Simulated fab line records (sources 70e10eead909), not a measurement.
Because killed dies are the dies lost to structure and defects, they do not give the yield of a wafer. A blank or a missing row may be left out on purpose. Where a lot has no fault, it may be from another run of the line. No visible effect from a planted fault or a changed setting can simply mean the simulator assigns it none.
Matching of chambers | flow nand-harc | NHARC_P_M1_DEP_33 on pecvd-01 has 3 sister chambers
The step deposits SiCN, target thk 30 nm. 6 wafers are shown with their chamber, then 9 later ones without.

## WAFERS WITH THEIR CHAMBER
wafer  | chamber | heater-power-outer-w (W) | heater-power-w (W)
L086.2 | 1       | 349                      | 578
L086.3 | 0       | 326                      | 600
L086.6 | 2       | 309                      | 617
L090.2 | 1       | 356                      | 600
L090.5 | 2       | 296                      | 596
L090.6 | 0       | 288                      | 530

## WAFERS MISSING THEIR CHAMBER
wafer  | heater-power-outer-w (W) | heater-power-w (W)
L092.1 | 287                      | 579
L092.3 | 346                      | 565
L092.4 | 358                      | 581
L091.2 | 360                      | 593
L091.3 | 319                      | 621
L091.6 | 359                      | 600
L096.2 | 340                      | 672
L096.3 | 360                      | 593
L096.6 | 359                      | 678

## CHAMBER TAKEN BY EACH
wafer  | from the rows above          | in truth
L092.1 | can't be placed: 0 or 2      | 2
L092.3 | can't be placed: 1 or 0      | 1
L092.4 | 1                            | 1
L091.2 | 1                            | 1
L091.3 | can't be placed: 2 or 0 or 1 | 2
L091.6 | 1                            | 1
L096.2 | can't be placed: 1 or 2 or 0 | 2
L096.3 | 1                            | 1
L096.6 | can't be placed: 1 or 2 or 0 | 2
4 of 9 placed correctly. From these rows, 5 cannot be placed; in 5 the true chamber is one of the candidates. 0 placed wrongly.
How it was worked out, from the rows above alone: a wafer's distance from a chamber is the root of the sum, over the readings, of the square of ((its reading less the chamber's mean) divided by the reading's scatter). The wafer belongs to the nearest chamber; if the next one is less than 2 further off, it can't be placed. Each chamber's mean is taken over the wafers shown for it. How the scatter is found: for the shown wafers, subtract from each reading the mean of its chamber, square and add these, divide the total by (wafers less chambers), then take the root.
